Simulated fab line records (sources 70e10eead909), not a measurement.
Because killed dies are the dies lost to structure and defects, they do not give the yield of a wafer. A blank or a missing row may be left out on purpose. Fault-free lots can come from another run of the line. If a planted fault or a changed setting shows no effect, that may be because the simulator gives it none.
Chamber matching ; flow nand-harc ; NHARC_A_M0_DESCUM_14 on rie-diel-02: 4 sister chambers
The step chemistry O2, time 3 s. 8 wafers are shown with their chamber, then 12 later ones without.

== WAFERS, EACH WITH ITS CHAMBER ==
wafer;chamber;drypump-motor-current-A (A);oes-product-au (a.u.)
L078.6;0;5.47;1.006
L076.2;0;5.50;1.010
L079.4;3;5.82;0.989
L080.2;1;5.79;0.994
L083.2;3;5.82;0.995
L082.1;2;5.70;1.030
L082.4;1;5.79;1.009
L082.6;2;5.74;1.020

== WAFERS WITHOUT THEIR CHAMBER ==
wafer;drypump-motor-current-A (A);oes-product-au (a.u.)
L086.1;5.76;0.988
L086.3;5.75;1.013
L086.6;5.76;1.000
L089.1;5.83;0.982
L089.2;5.77;1.010
L089.5;5.83;0.993
L091.1;5.81;0.980
L091.5;5.73;0.998
L091.6;5.76;1.000
L095.1;5.72;0.996
L095.2;5.49;0.979
L095.3;5.81;0.996

== CHAMBER TAKEN BY EACH ==
wafer;from the rows above;in truth
L086.1;can't be placed: 1 or 3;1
L086.3;can't be placed: 2 or 1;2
L086.6;can't be placed: 1 or 3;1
L089.1;3;3
L089.2;can't be placed: 1 or 2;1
L089.5;can't be placed: 3 or 1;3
L091.1;can't be placed: 3 or 1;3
L091.5;can't be placed: 1 or 2 or 3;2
L091.6;can't be placed: 1 or 3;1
L095.1;can't be placed: 1 or 2 or 3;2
L095.2;0;0
L095.3;can't be placed: 3 or 1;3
2 of 12 placed correctly. Not placeable from these rows: 10 (in 10, the candidates include the true chamber). Wrongly placed: 0.
How it was worked out, from the rows above alone: a wafer's distance from a chamber is the root of the sum, over the readings, of the square of ((its reading less the chamber's mean) divided by the reading's scatter). If the next closest chamber is less than 2 further off than the closest, the wafer can't be placed; otherwise it belongs to the closest. For every chamber, the mean is computed from those of its wafers that are shown. The scatter is the square root of a quotient: the sum, over the shown wafers, of each reading's squared deviation from its chamber's mean, divided by wafers minus chambers.
